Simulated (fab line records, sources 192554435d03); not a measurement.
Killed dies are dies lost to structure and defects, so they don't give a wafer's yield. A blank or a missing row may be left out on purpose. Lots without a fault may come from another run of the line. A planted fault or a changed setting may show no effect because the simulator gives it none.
Chamber matching | flow n5_finfet | N5_SD_EPI_N_ETCH_45 on rie_diel-05: 4 sister chambers
The step etches SiOCN in CH3F/O2, target depth 6 nm. 8 wafers are shown with their chamber, then 10 later ones without.

WAFERS WITH THEIR CHAMBER
wafer  | chamber | throttle_valve_pct (%) | showerhead_plenum_p_Torr (Torr)
L081.2 | 2       | 23.34                  | 2.05
L081.3 | 3       | 23.50                  | 2.01
L081.4 | 0       | 22.84                  | 2.10
L088.1 | 1       | 23.75                  | 1.99
L088.2 | 2       | 23.37                  | 2.05
L088.6 | 0       | 22.83                  | 2.09
L090.3 | 3       | 23.52                  | 2.00
L090.4 | 1       | 23.75                  | 1.99

WAFERS WITHOUT THEIR CHAMBER
wafer  | throttle_valve_pct (%) | showerhead_plenum_p_Torr (Torr)
L090.6 | 23.76                  | 1.99
L093.1 | 22.85                  | 2.09
L093.3 | 23.37                  | 2.05
L093.4 | 23.53                  | 2.00
L095.2 | 22.84                  | 2.09
L095.3 | 23.77                  | 1.99
L095.5 | 23.35                  | 2.04
L096.1 | 23.37                  | 2.04
L096.2 | 22.85                  | 2.09
L096.5 | 22.86                  | 2.09

WHICH CHAMBER EACH WENT THROUGH
wafer  | from the rows above | in truth
L090.6 | 1                   | 1
L093.1 | 0                   | 0
L093.3 | 2                   | 2
L093.4 | 3                   | 3
L095.2 | 0                   | 0
L095.3 | 1                   | 1
L095.5 | 2                   | 2
L096.1 | 2                   | 2
L096.2 | 0                   | 0
L096.5 | 0                   | 0
Placed correctly: 10 of 10. Can't be placed from these rows: 0. Placed wrongly: 0.
How it was worked out, from the rows above alone: a wafer's distance from a chamber is the root of the sum, over the readings, of the square of ((its reading less the chamber's mean) divided by the reading's scatter). The wafer belongs to the nearest chamber; if the next one is less than 2 further off, it can't be placed. A chamber's mean is the mean of its shown wafers. The scatter: the root of (the sum of the squares of (reading less its chamber's mean) over the shown wafers, divided by (wafers less chambers)).
